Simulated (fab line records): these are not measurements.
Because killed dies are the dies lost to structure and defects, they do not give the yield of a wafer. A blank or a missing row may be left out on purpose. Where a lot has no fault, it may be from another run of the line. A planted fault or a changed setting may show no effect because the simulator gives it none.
fab line records    flow n5_finfet
record lots=24  wafers=72  last_day=18
route steps=1938 shown BEOL_M11@1601 BEOL_M12@1603 BEOL_M13@1672
lots with no fault: from the same line, run without faults
start_h: hours from the record's first day to the start of the lot's first wafer shown    wait_h: hours from the lot's prior step to this one    " as in the row above    L1.1+2: a single row standing in for several wafers    - no value, or no start was given    * or withheld: withheld    < > ~ a bound
route shown NAME@n: names a module that has steps shown in the file, with the first one's number in the route    usual: the fault-free wafers' mean and standard deviation    same: alike in all rows    chamber/n: place in a boat    sites: each site's reading    _std_site: standard deviation across them    _edge_site: outer sites' mean less inner sites'    radius_mm: for every site, how far away it sits from the centre of the wafer    mask NAME#n: copy n    behind: the tool/chamber that last shaped the wafer    hold: why the lot went on hold/how many hours it stayed there/how the hold came to an end    device: whichever transistor did not switch (one of n, p or np)    end of line: the same wafers' tests at the end of the route    a step with no rows: only its recipe    killed: count of dies lost to structure and defects at first sort (not the wafer's yield)    map: dies across one wafer; x = killed, . = not, _ = none there
set.NAME: setting as actually run; set.NAME@STEP: the setting as run at that earlier step    model.NAME: the simulator's own value behind a step, which no gauge read
steps of the route over a sample of lots; a table a step, a row a wafer
services: a tool's chamber out of use, with start hour (start_h, from the record's first day; less than 0 if before it), hours out, and reason
## steps
# step N5_BEOL_M11_INSPECT_58
# recipe inspect_instrument=darkfield  mode=post_dep
# usual raw_defect_count=64/20
lot.wafer  tool               chamber  start_h  wait_h  raw_defect_count
L074.2     defect_inspect-02  -        252.23   0.0     64
L074.5     "                  -        "        "       79
L074.6     "                  -        "        "       54
L075.2     defect_inspect-01  -        253.24   0.0     77
L075.3     "                  -        "        "       77
L075.5     "                  -        "        "       28
L076.1     defect_inspect-01  -        269.98   0.0     65
L076.2     "                  -        "        "       85
L076.5     "                  -        "        "       55
L077.1     defect_inspect-01  -        270.26   0.0     108
L077.2     "                  -        "        "       54
L077.5     "                  -        "        "       48
L078.1     defect_inspect-02  -        270.45   0.0     54
L078.4     "                  -        "        "       57
L078.6     "                  -        "        "       59
L081.2     defect_inspect-01  -        281.65   0.0     66
L081.5     "                  -        "        "       28
L081.6     "                  -        "        "       52
L082.1     defect_inspect-02  -        290.49   0.0     48
L082.5     "                  -        "        "       51
L082.6     "                  -        "        "       58
L080.1     defect_inspect-02  -        294.53   0.0     108
L080.3     "                  -        "        "       81
L080.4     "                  -        "        "       110
L079.2     defect_inspect-01  -        294.89   0.0     95
L079.3     "                  -        "        "       59
L079.4     "                  -        "        "       69
L084.1     defect_inspect-01  -        298.63   0.0     53
L084.3     "                  -        "        "       46
L084.6     "                  -        "        "       65
L083.1     defect_inspect-02  -        306.93   0.0     63
L083.3     "                  -        "        "       57
L083.4     "                  -        "        "       41
L086.3     defect_inspect-02  -        309.15   0.0     79
L086.4     "                  -        "        "       60
L086.5     "                  -        "        "       66
L085.1     defect_inspect-01  -        315.16   0.0     44
L085.3     "                  -        "        "       38
L085.6     "                  -        "        "       86
L090.2     defect_inspect-01  -        323.48   0.0     61
L090.4     "                  -        "        "       99
L090.6     "                  -        "        "       73
L087.1     defect_inspect-02  -        333.98   0.0     51
L087.4     "                  -        "        "       28
L087.5     "                  -        "        "       44
L088.1     defect_inspect-02  -        338.64   0.0     30
L088.3     "                  -        "        "       43
L088.6     "                  -        "        "       31
L089.1     defect_inspect-01  -        341.65   0.0     73
L089.3     "                  -        "        "       76
L089.5     "                  -        "        "       67
L092.4     defect_inspect-02  -        352.13   0.0     62
L092.5     "                  -        "        "       60
L092.6     "                  -        "        "       66
L091.1     defect_inspect-02  -        355.46   0.0     33
L091.5     "                  -        "        "       62
L091.6     "                  -        "        "       84
L093.2     defect_inspect-01  -        356.55   0.0     59
L093.4     "                  -        "        "       55
L093.5     "                  -        "        "       65
L094.2     defect_inspect-02  -        367.84   0.0     44
L094.4     "                  -        "        "       45
L094.6     "                  -        "        "       80
L095.1     defect_inspect-02  -        381.43   0.0     71
L095.4     "                  -        "        "       57
L095.5     "                  -        "        "       94
L096.2     defect_inspect-02  -        384.28   0.0     103
L096.4     "                  -        "        "       63
L096.6     "                  -        "        "       74
L097.4     defect_inspect-02  -        384.53   0.0     105
L097.5     "                  -        "        "       51
L097.6     "                  -        "        "       55
# step N5_BEOL_M12_THK_MEAS_01
# recipe reads=SiOC_of_BEOL_M12_ILD_DEP_00
# usual M12_ILD_THK=658/8.2
lot.wafer  tool           chamber  start_h  wait_h  M12_ILD_THK[nm]
L074.2     film_metro-02  -        252.40   0.1     648
L074.5     "              -        "        "       659
L074.6     "              -        "        "       667
L075.2     film_metro-02  -        253.46   0.1     652
L075.3     "              -        "        "       652
L075.5     "              -        "        "       667
L076.1     film_metro-02  -        270.15   0.1     658
L076.2     "              -        "        "       643
L076.5     "              -        "        "       664
L077.1     film_metro-02  -        270.43   0.1     649
L077.2     "              -        "        "       647
L077.5     "              -        "        "       666
L078.1     film_metro-01  -        270.61   0.1     636
L078.4     "              -        "        "       658
L078.6     "              -        "        "       648
L081.2     film_metro-02  -        281.83   0.1     656
L081.5     "              -        "        "       662
L081.6     "              -        "        "       670
L082.1     film_metro-01  -        290.86   0.3     655
L082.5     "              -        "        "       670
L082.6     "              -        "        "       671
L080.1     film_metro-01  -        294.75   0.1     660
L080.3     "              -        "        "       664
L080.4     "              -        "        "       669
L079.2     film_metro-02  -        295.05   0.1     644
L079.3     "              -        "        "       649
L079.4     "              -        "        "       658
L084.1     film_metro-02  -        298.80   0.1     659
L084.3     "              -        "        "       661
L084.6     "              -        "        "       666
L083.1     film_metro-02  -        307.10   0.1     658
L083.3     "              -        "        "       651
L083.4     "              -        "        "       656
L086.3     film_metro-02  -        309.32   0.1     651
L086.4     "              -        "        "       650
L086.5     "              -        "        "       667
L085.1     film_metro-02  -        315.33   0.1     662
L085.3     "              -        "        "       654
L085.6     "              -        "        "       668
L090.2     film_metro-01  -        323.65   0.1     656
L090.4     "              -        "        "       667
L090.6     "              -        "        "       668
L087.1     film_metro-02  -        334.15   0.1     647
L087.4     "              -        "        "       663
L087.5     "              -        "        "       658
L088.1     film_metro-01  -        338.81   0.1     659
L088.3     "              -        "        "       658
L088.6     "              -        "        "       666
L089.1     film_metro-01  -        341.82   0.1     658
L089.3     "              -        "        "       657
L089.5     "              -        "        "       666
L092.4     film_metro-02  -        352.30   0.0     666
L092.5     "              -        "        "       666
L092.6     "              -        "        "       664
L091.1     film_metro-01  -        355.63   0.1     646
L091.5     "              -        "        "       658
L091.6     "              -        "        "       664
L093.2     film_metro-01  -        356.72   0.1     654
L093.4     "              -        "        "       662
L093.5     "              -        "        "       662
L094.2     film_metro-02  -        368.05   0.1     643
L094.4     "              -        "        "       663
L094.6     "              -        "        "       669
L095.1     film_metro-02  -        381.60   0.1     649
L095.4     "              -        "        "       665
L095.5     "              -        "        "       658
L096.2     film_metro-02  -        384.45   0.1     643
L096.4     "              -        "        "       651
L096.6     "              -        "        "       665
L097.4     film_metro-02  -        384.70   0.0     655
L097.5     "              -        "        "       649
L097.6     "              -        "        "       658
# step N5_BEOL_M12_STRIP_37
# recipe chemistry=N2/H2  power_w=1000  temp_c=250  h2_frac=0.65  overash_fraction=0.3  pressure_mtorr=withheld  n2_flow_sccm=1750  h2_flow_sccm=3250
# usual drypump_motor_current_A=5.7/0.55  heater_power_w=314/16  oes_product_au=0.791/0.0098
lot.wafer  tool             chamber  start_h  wait_h  drypump_motor_current_A  heater_power_w  oes_product_au  rf_hours_counter_h
L074.2     plasma_asher-01  1        254.62   0.0     6.3                      302             0.792           115
L074.5     "                0        "        "       5.3                      341             0.778           -
L074.6     "                1        "        "       6.3                      291             0.792           -
L075.2     plasma_asher-01  0        255.44   0.0     5.3                      343             0.797           115
L075.3     "                0        "        "       5.3                      350             0.804           -
L075.5     "                0        "        "       5.3                      336             0.797           -
L076.1     plasma_asher-01  1        272.47   0.0     6.3                      296             0.787           118
L076.2     "                0        "        "       5.3                      334             0.782           118
L076.5     "                0        "        "       5.3                      344             0.803           -
L077.1     plasma_asher-01  1        272.95   0.0     6.3                      295             0.791           118
L077.2     "                0        "        "       5.3                      333             0.776           118
L077.5     "                0        "        "       5.3                      345             0.782           -
L078.1     plasma_asher-01  1        273.16   0.0     6.3                      300             0.777           118
L078.4     "                1        "        "       6.3                      306             0.786           -
L078.6     "                1        "        "       6.3                      298             0.782           -
L081.2     plasma_asher-01  0        284.62   0.3     5.3                      344             0.788           121
L081.5     "                0        "        "       5.3                      335             0.799           -
L081.6     "                1        "        "       6.3                      300             0.780           -
L082.1     plasma_asher-02  0        292.84   0.0     6.1                      305             0.776           86
L082.5     "                1        "        "       4.9                      306             0.787           -
L082.6     "                0        "        "       6.1                      311             0.801           -
L080.1     plasma_asher-01  0        297.58   0.0     5.3                      341             0.794           124
L080.3     "                0        "        "       5.3                      335             0.785           -
L080.4     "                1        "        "       6.3                      295             0.797           -
L079.2     plasma_asher-01  1        297.71   0.0     6.3                      306             0.770           124
L079.3     "                1        "        "       6.3                      294             0.789           -
L079.4     "                0        "        "       5.2                      344             0.785           -
L084.1     plasma_asher-02  0        301.84   0.3     6.1                      311             0.779           88
L084.3     "                0        "        "       6.1                      311             0.803           -
L084.6     "                0        "        "       6.1                      311             0.781           -
L083.1     plasma_asher-02  0        309.09   0.0     6.1                      309             0.775           91
L083.3     "                1        "        "       5.0                      303             0.789           -
L083.4     "                0        "        "       6.1                      308             0.795           -
L086.3     plasma_asher-02  0        312.12   0.1     6.1                      309             0.787           -
L086.4     "                1        "        "       5.0                      309             0.797           -
L086.5     "                1        "        "       4.9                      304             0.809           -
L085.1     plasma_asher-02  0        317.52   0.0     6.1                      307             0.773           95
L085.3     "                1        "        "       5.0                      310             0.795           -
L085.6     "                0        "        "       6.1                      312             0.798           -
L090.2     plasma_asher-02  0        325.65   0.1     6.1                      316             0.785           96
L090.4     "                1        "        "       5.0                      309             0.801           -
L090.6     "                0        "        "       6.1                      314             0.805           -
L087.1     plasma_asher-02  1        336.85   0.0     5.0                      316             0.787           98
L087.4     "                0        "        "       6.1                      311             0.787           -
L087.5     "                0        "        "       6.1                      303             0.791           -
L088.1     plasma_asher-01  0        341.60   0.0     5.3                      348             0.785           128
L088.3     "                0        "        "       5.3                      345             0.792           -
L088.6     "                0        "        "       5.3                      337             0.800           -
L089.1     plasma_asher-01  1        344.20   0.0     6.3                      299             0.810           129
L089.3     "                1        "        "       6.3                      290             0.787           -
L089.5     "                0        "        "       5.2                      336             0.784           -
L092.4     plasma_asher-01  0        355.20   0.1     5.3                      333             0.806           -
L092.5     "                0        "        "       5.3                      346             0.776           -
L092.6     "                1        "        "       6.3                      294             0.790           -
L091.1     plasma_asher-02  0        357.95   0.0     6.1                      315             0.799           102
L091.5     "                1        "        "       5.0                      306             0.785           -
L091.6     "                0        "        "       6.1                      308             0.786           -
L093.2     plasma_asher-01  1        358.57   0.0     6.3                      293             0.776           133
L093.4     "                1        "        "       6.3                      306             0.785           -
L093.5     "                0        "        "       5.3                      337             0.793           -
L094.2     plasma_asher-02  1        370.29   0.0     5.0                      306             0.766           105
L094.4     "                1        "        "       5.0                      313             0.791           -
L094.6     "                0        "        "       6.1                      309             0.792           -
L095.1     plasma_asher-02  1        383.83   0.0     4.9                      301             0.777           108
L095.4     "                0        "        "       6.1                      311             0.804           -
L095.5     "                0        "        "       6.1                      309             0.795           -
L096.2     plasma_asher-02  0        386.30   0.0     6.1                      308             0.797           109
L096.4     "                1        "        "       4.9                      303             0.808           -
L096.6     "                1        "        "       5.0                      304             0.787           -
L097.4     plasma_asher-02  0        386.71   0.1     6.1                      310             0.795           -
L097.5     "                1        "        "       5.0                      308             0.787           -
L097.6     "                0        "        "       6.1                      313             0.810           -
# step N5_BEOL_M12_PRE_CLEAN_42
# recipe gas=H2/He  time_s=30  temp_c=250
# usual heater_power_w=327/33
lot.wafer  tool            chamber  start_h  wait_h  heater_power_w
L074.2     pvd_sputter-03  -        260.51   0.0     321
L074.5     "               -        "        "       285
L074.6     "               -        "        "       316
L075.2     pvd_sputter-02  -        260.87   0.0     304
L075.3     "               -        "        "       350
L075.5     "               -        "        "       345
L076.1     pvd_sputter-01  -        277.49   0.0     431
L076.2     "               -        "        "       322
L076.5     "               -        "        "       419
L077.1     pvd_sputter-02  -        277.50   0.0     347
L077.2     "               -        "        "       334
L077.5     "               -        "        "       342
L078.1     pvd_sputter-02  -        277.82   0.0     281
L078.4     "               -        "        "       343
L078.6     "               -        "        "       326
L081.2     pvd_sputter-03  -        285.11   0.0     294
L081.5     "               -        "        "       287
L081.6     "               -        "        "       309
L082.1     pvd_sputter-03  -        294.04   0.0     291
L082.5     "               -        "        "       342
L082.6     "               -        "        "       310
L080.1     pvd_sputter-03  -        304.00   0.0     354
L080.3     "               -        "        "       293
L080.4     "               -        "        "       313
L079.2     pvd_sputter-01  -        304.19   0.0     412
L079.3     "               -        "        "       337
L079.4     "               -        "        "       333
L084.1     pvd_sputter-03  -        305.16   0.0     315
L084.3     "               -        "        "       348
L084.6     "               -        "        "       296
L083.1     pvd_sputter-01  -        311.57   0.0     340
L083.3     "               -        "        "       333
L083.4     "               -        "        "       325
L086.3     pvd_sputter-03  -        315.57   0.0     310
L086.4     "               -        "        "       300
L086.5     "               -        "        "       294
L085.1     pvd_sputter-01  -        320.69   0.0     327
L085.3     "               -        "        "       409
L085.6     "               -        "        "       326
L090.2     pvd_sputter-02  -        331.90   0.0     342
L090.4     "               -        "        "       281
L090.6     "               -        "        "       309
L087.1     pvd_sputter-03  -        338.22   0.0     292
L087.4     "               -        "        "       303
L087.5     "               -        "        "       310
L088.1     pvd_sputter-03  -        343.83   0.0     298
L088.3     "               -        "        "       319
L088.6     "               -        "        "       356
L089.1     pvd_sputter-01  -        346.56   0.0     342
L089.3     "               -        "        "       323
L089.5     "               -        "        "       343
L092.4     pvd_sputter-02  -        355.53   0.0     339
L092.5     "               -        "        "       288
L092.6     "               -        "        "       348
L091.1     pvd_sputter-01  -        360.89   0.0     341
L091.5     "               -        "        "       338
L091.6     "               -        "        "       415
L093.2     pvd_sputter-03  -        365.62   0.0     355
L093.4     "               -        "        "       310
L093.5     "               -        "        "       321
L094.2     pvd_sputter-01  -        371.76   0.0     324
L094.4     "               -        "        "       349
L094.6     "               -        "        "       345
L095.1     pvd_sputter-02  -        384.15   0.0     305
L095.4     "               -        "        "       347
L095.5     "               -        "        "       332
L096.2     pvd_sputter-03  -        388.59   0.0     295
L096.4     "               -        "        "       350
L096.6     "               -        "        "       362
L097.4     pvd_sputter-03  -        393.54   0.0     298
L097.5     "               -        "        "       300
L097.6     "               -        "        "       302
# step N5_BEOL_M13_DESCUM_15
# recipe chemistry=O2  time_s=7.9  source_power_w=50  bias_power_w=20  pressure_mtorr=20  rf_frequency_hz=2.712e+07  temp_c=40  o2_flow_sccm=225
# usual drypump_motor_current_A=5.9/0.39  oes_product_au=0.78/0.094  rf_vpp_V=243.3/1.2  showerhead_plenum_p_Torr=2.11/0.054  throttle_valve_pct=20.44/0.24
lot.wafer  tool         chamber  start_h  wait_h  drypump_motor_current_A  oes_product_au  rf_hours_counter_h  rf_vpp_V  showerhead_plenum_p_Torr  throttle_valve_pct
L074.2     rie_diel-06  2        262.67   0.3     5.5                      0.78            104                 242.6     2.02                      20.40
L074.5     "            1        "        "       5.3                      0.73            -                   242.6     2.10                      20.61
L074.6     "            0        "        "       5.4                      0.69            -                   242.8     2.07                      20.89
L075.2     rie_diel-03  1        262.77   0.1     5.7                      0.68            224                 244.9     2.14                      20.50
L075.3     "            2        "        "       5.7                      0.80            96                  240.8     2.04                      20.37
L075.5     "            0        "        "       6.2                      0.98            -                   241.9     2.16                      20.54
L076.1     rie_diel-03  3        279.63   0.0     6.3                      0.89            28                  243.2     2.14                      20.02
L076.2     "            0        "        "       6.2                      0.97            9                   244.4     2.15                      20.53
L076.5     "            3        "        "       6.3                      0.90            -                   243.3     2.14                      20.04
L077.1     rie_diel-06  0        279.86   0.1     5.4                      0.69            218                 242.5     2.07                      20.89
L077.2     "            1        "        "       5.3                      0.73            171                 241.9     2.10                      20.62
L077.5     "            1        "        "       5.3                      0.73            -                   243.2     2.10                      20.62
L078.1     rie_diel-04  0        280.25   0.0     6.1                      0.82            96                  244.3     2.12                      20.06
L078.4     "            1        "        "       6.3                      0.72            173                 244.1     2.16                      20.38
L078.6     "            1        "        "       6.3                      0.72            -                   243.1     2.16                      20.38
L081.2     rie_diel-03  2        287.27   0.2     5.7                      0.79            104                 242.2     2.04                      20.37
L081.5     "            0        "        "       6.2                      0.94            -                   243.0     2.15                      20.54
L081.6     "            3        "        "       6.4                      0.88            -                   241.7     2.14                      20.03
L082.1     rie_diel-03  1        295.85   0.0     5.7                      0.67            234                 244.5     2.14                      20.49
L082.5     "            1        "        "       5.7                      0.67            -                   244.1     2.14                      20.51
L082.6     "            0        "        "       6.2                      0.94            -                   242.8     2.15                      20.55
L080.1     rie_diel-04  0        305.88   0.0     6.1                      0.81            104                 241.4     2.11                      20.06
L080.3     "            1        "        "       6.3                      0.71            181                 245.2     2.16                      20.38
L080.4     "            0        "        "       6.1                      0.83            -                   242.3     2.11                      20.07
L079.2     rie_diel-04  0        306.22   0.1     6.1                      0.81            104                 243.5     2.11                      20.06
L079.3     "            3        "        "       5.3                      0.72            225                 244.6     2.16                      20.80
L079.4     "            3        "        "       5.3                      0.72            -                   242.5     2.16                      20.79
L084.1     rie_diel-03  3        306.94   0.0     6.3                      0.87            37                  244.5     2.14                      20.04
L084.3     "            1        "        "       5.7                      0.66            237                 244.9     2.13                      20.50
L084.6     "            0        "        "       6.2                      0.94            -                   245.2     2.15                      20.56
L083.1     rie_diel-06  3        313.48   0.0     6.0                      0.68            241                 241.2     1.97                      20.74
L083.3     "            1        "        "       5.3                      0.72            180                 242.4     2.09                      20.62
L083.4     "            2        "        "       5.4                      0.77            121                 242.0     2.02                      20.41
L086.3     rie_diel-04  2        317.54   0.0     6.4                      0.92            18                  243.8     2.13                      20.33
L086.4     "            1        "        "       6.3                      0.71            186                 245.1     2.16                      20.37
L086.5     "            3        "        "       5.3                      0.70            -                   244.4     2.15                      20.81
L085.1     rie_diel-03  1        322.48   0.0     5.7                      0.67            239                 243.4     2.13                      20.50
L085.3     "            0        "        "       6.2                      0.91            24                  243.9     2.15                      20.57
L085.6     "            1        "        "       5.8                      0.67            -                   243.5     2.13                      20.49
L090.2     rie_diel-04  0        334.30   0.1     6.1                      0.81            114                 242.5     2.11                      20.08
L090.4     "            2        "        "       6.4                      0.92            -                   243.3     2.12                      20.32
L090.6     "            0        "        "       6.1                      0.81            -                   241.3     2.11                      20.07
L087.1     rie_diel-06  2        340.57   0.4     5.5                      0.75            129                 241.2     2.01                      20.44
L087.4     "            1        "        "       5.3                      0.71            188                 242.5     2.09                      20.65
L087.5     "            3        "        "       5.9                      0.67            -                   241.5     1.96                      20.74
L088.1     rie_diel-03  2        345.64   0.1     5.7                      0.77            123                 243.2     2.03                      20.42
L088.3     "            1        "        "       5.8                      0.66            247                 243.6     2.13                      20.53
L088.6     "            2        "        "       5.7                      0.77            -                   240.9     2.03                      20.42
L089.1     rie_diel-03  3        348.46   0.0     6.3                      0.85            47                  243.9     2.13                      20.05
L089.3     "            1        "        "       5.7                      0.67            248                 244.9     2.13                      20.52
L089.5     "            1        "        "       5.7                      0.66            -                   244.5     2.13                      20.51
L092.4     rie_diel-04  2        357.52   0.0     6.4                      0.90            30                  242.6     2.12                      20.36
L092.5     "            0        "        "       6.1                      0.80            -                   241.8     2.11                      20.09
L092.6     "            3        "        "       5.4                      0.71            -                   243.8     2.15                      20.82
L091.1     rie_diel-06  0        363.20   0.0     5.3                      0.66            247                 242.0     2.06                      20.91
L091.5     "            0        "        "       5.4                      0.67            -                   242.3     2.06                      20.93
L091.6     "            1        "        "       5.3                      0.71            -                   243.0     2.09                      20.63
L093.2     rie_diel-04  2        367.47   0.0     6.4                      0.90            33                  242.0     2.12                      20.35
L093.4     "            3        "        "       5.4                      0.71            242                 244.5     2.15                      20.82
L093.5     "            1        "        "       6.4                      0.70            -                   244.4     2.15                      20.41
L094.2     rie_diel-04  2        373.54   0.0     6.4                      0.89            34                  244.6     2.12                      20.36
L094.4     "            1        "        "       6.4                      0.70            203                 244.5     2.15                      20.41
L094.6     "            1        "        "       6.3                      0.70            -                   245.1     2.15                      20.42
L095.1     rie_diel-03  3        385.96   0.0     6.3                      0.84            59                  243.0     2.13                      20.08
L095.4     "            2        "        "       5.7                      0.76            137                 242.5     2.03                      20.44
L095.5     "            3        "        "       6.3                      0.84            -                   244.1     2.13                      20.09
L096.2     rie_diel-06  2        390.39   0.0     5.5                      0.74            147                 241.0     2.01                      20.45
L096.4     "            2        "        "       5.5                      0.74            -                   242.0     2.01                      20.46
L096.6     "            3        "        "       6.0                      0.95            -                   245.6     2.23                      20.29
L097.4     rie_diel-03  2        396.20   0.0     5.7                      0.75            139                 242.1     2.02                      20.44
L097.5     "            2        "        "       5.7                      0.76            -                   241.8     2.02                      20.43
L097.6     "            3        "        "       6.3                      0.83            -                   244.6     2.13                      20.09
# step N5_BEOL_M13_STRIP_37
# recipe chemistry=N2/H2  power_w=1000  temp_c=250  h2_frac=0.65  overash_fraction=0.3  pressure_mtorr=withheld  n2_flow_sccm=1750  h2_flow_sccm=3250
# usual drypump_motor_current_A=5.6/0.55  heater_power_w=314/16  oes_product_au=0.785/0.011
lot.wafer  tool             chamber  start_h  wait_h  drypump_motor_current_A  heater_power_w  oes_product_au  rf_hours_counter_h
L074.2     plasma_asher-01  0        264.38   0.0     5.3                      340             0.789           117
L074.5     "                1        "        "       6.3                      295             0.775           -
L074.6     "                0        "        "       5.3                      340             0.760           -
L075.2     plasma_asher-02  1        264.44   0.0     5.0                      304             0.791           81
L075.3     "                0        "        "       6.1                      309             0.780           -
L075.5     "                1        "        "       5.0                      301             0.779           -
L076.1     plasma_asher-02  1        281.31   0.0     4.9                      307             0.799           84
L076.2     "                0        "        "       6.1                      310             0.771           84
L076.5     "                1        "        "       4.9                      301             0.788           -
L077.1     plasma_asher-01  1        281.55   0.0     6.3                      301             0.804           120
L077.2     "                0        "        "       5.3                      340             0.779           120
L077.5     "                0        "        "       5.3                      328             0.792           -
L078.1     plasma_asher-01  1        282.09   0.0     6.3                      294             0.789           120
L078.4     "                1        "        "       6.3                      295             0.795           -
L078.6     "                0        "        "       5.3                      340             0.795           -
L081.2     plasma_asher-01  0        288.87   0.0     5.3                      350             0.772           122
L081.5     "                0        "        "       5.3                      346             0.792           -
L081.6     "                1        "        "       6.3                      297             0.780           -
L082.1     plasma_asher-02  0        297.63   0.1     6.1                      311             0.781           87
L082.5     "                0        "        "       6.1                      310             0.764           -
L082.6     "                1        "        "       5.0                      304             0.786           -
L080.1     plasma_asher-02  0        307.56   0.2     6.1                      318             0.769           90
L080.3     "                0        "        "       6.1                      320             0.792           -
L080.4     "                1        "        "       4.9                      310             0.789           -
L079.2     plasma_asher-02  1        308.30   0.3     4.9                      317             0.800           91
L079.3     "                1        "        "       5.0                      306             0.759           -
L079.4     "                0        "        "       6.1                      306             0.795           -
L084.1     plasma_asher-02  0        308.72   0.0     6.1                      318             0.784           91
L084.3     "                1        "        "       4.9                      300             0.802           -
L084.6     "                0        "        "       6.1                      313             0.792           -
L083.1     plasma_asher-02  1        315.09   0.1     4.9                      313             0.794           94
L083.3     "                0        "        "       6.1                      314             0.797           -
L083.4     "                1        "        "       5.0                      296             0.781           -
L086.3     plasma_asher-01  0        319.40   0.1     5.3                      346             0.796           -
L086.4     "                1        "        "       6.3                      304             0.788           -
L086.5     "                1        "        "       6.3                      302             0.768           -
L085.1     plasma_asher-02  0        324.16   0.0     6.1                      306             0.791           95
L085.3     "                1        "        "       5.0                      300             0.781           -
L085.6     "                1        "        "       5.0                      298             0.792           -
L090.2     plasma_asher-01  1        335.98   0.0     6.3                      300             0.789           127
L090.4     "                1        "        "       6.3                      296             0.787           -
L090.6     "                0        "        "       5.3                      336             0.785           -
L087.1     plasma_asher-01  0        342.26   0.0     5.3                      343             0.789           128
L087.4     "                1        "        "       6.3                      304             0.772           -
L087.5     "                0        "        "       5.3                      338             0.795           -
L088.1     plasma_asher-01  0        347.20   0.0     5.3                      341             0.780           130
L088.3     "                1        "        "       6.3                      303             0.775           -
L088.6     "                0        "        "       5.3                      350             0.794           -
L089.1     plasma_asher-02  1        350.02   0.0     5.0                      310             0.789           101
L089.3     "                1        "        "       5.0                      308             0.819           -
L089.5     "                0        "        "       6.1                      308             0.786           -
L092.4     plasma_asher-02  1        359.10   0.1     4.9                      307             0.778           -
L092.5     "                1        "        "       5.0                      301             0.766           -
L092.6     "                0        "        "       6.1                      310             0.788           -
L091.1     plasma_asher-01  1        364.76   0.0     6.3                      291             0.789           133
L091.5     "                1        "        "       6.3                      301             0.790           -
L091.6     "                0        "        "       5.3                      345             0.791           -
L093.2     plasma_asher-01  0        369.20   0.0     5.3                      334             0.780           135
L093.4     "                1        "        "       6.3                      303             0.791           -
L093.5     "                0        "        "       5.3                      340             0.780           -
L094.2     plasma_asher-02  0        375.23   0.0     6.1                      306             0.788           106
L094.4     "                0        "        "       6.0                      312             0.771           -
L094.6     "                0        "        "       6.1                      308             0.776           -
L095.1     plasma_asher-02  1        387.52   0.0     5.0                      309             0.782           109
L095.4     "                1        "        "       4.9                      308             0.786           -
L095.5     "                0        "        "       6.1                      307             0.778           -
L096.2     plasma_asher-02  0        391.96   0.0     6.1                      309             0.787           110
L096.4     "                1        "        "       5.0                      309             0.782           -
L096.6     "                0        "        "       6.1                      315             0.804           -
L097.4     plasma_asher-01  0        397.92   0.1     5.2                      342             0.776           -
L097.5     "                1        "        "       6.3                      301             0.776           -
L097.6     "                0        "        "       5.3                      342             0.775           -
## services
tool             chamber  start_h  hours  kind
rie_diel-04      2        234.06   -      clean
rie_diel-04      2        234.06   -      consumable_replace:focus_ring
rie_diel-04      2        234.06   14.5   scheduled_down
rie_diel-04      2        234.06   14.5   vent_cycle
rie_diel-03      -        272.06   0.8    repair
plasma_asher-02  -        282.11   5.9    repair
plasma_asher-01  -        300.45   15.6   pm
pvd_sputter-02   -        305.59   2.2    repair
rie_diel-03      3        317.24   8.8    repair
plasma_asher-01  -        324.79   3.4    repair
pvd_sputter-01   -        326.95   3.2    repair
rie_diel-04      3        334.18   5.4    repair
rie_diel-06      3        342.84   -      clean
rie_diel-06      3        342.84   -      consumable_replace:esc
rie_diel-06      3        342.84   -      consumable_replace:focus_ring
rie_diel-06      3        342.84   -      consumable_replace:showerhead
plasma_asher-02  -        351.47   2.8    repair
rie_diel-03      1        354.41   -      clean
rie_diel-03      1        354.41   -      consumable_replace:focus_ring
rie_diel-03      1        354.41   15.8   scheduled_down
rie_diel-03      1        354.41   15.8   vent_cycle
pvd_sputter-02   -        360.36   9.0    repair
pvd_sputter-02   -        373.64   2.1    repair
plasma_asher-01  -        377.68   4.9    repair
## key
fault none
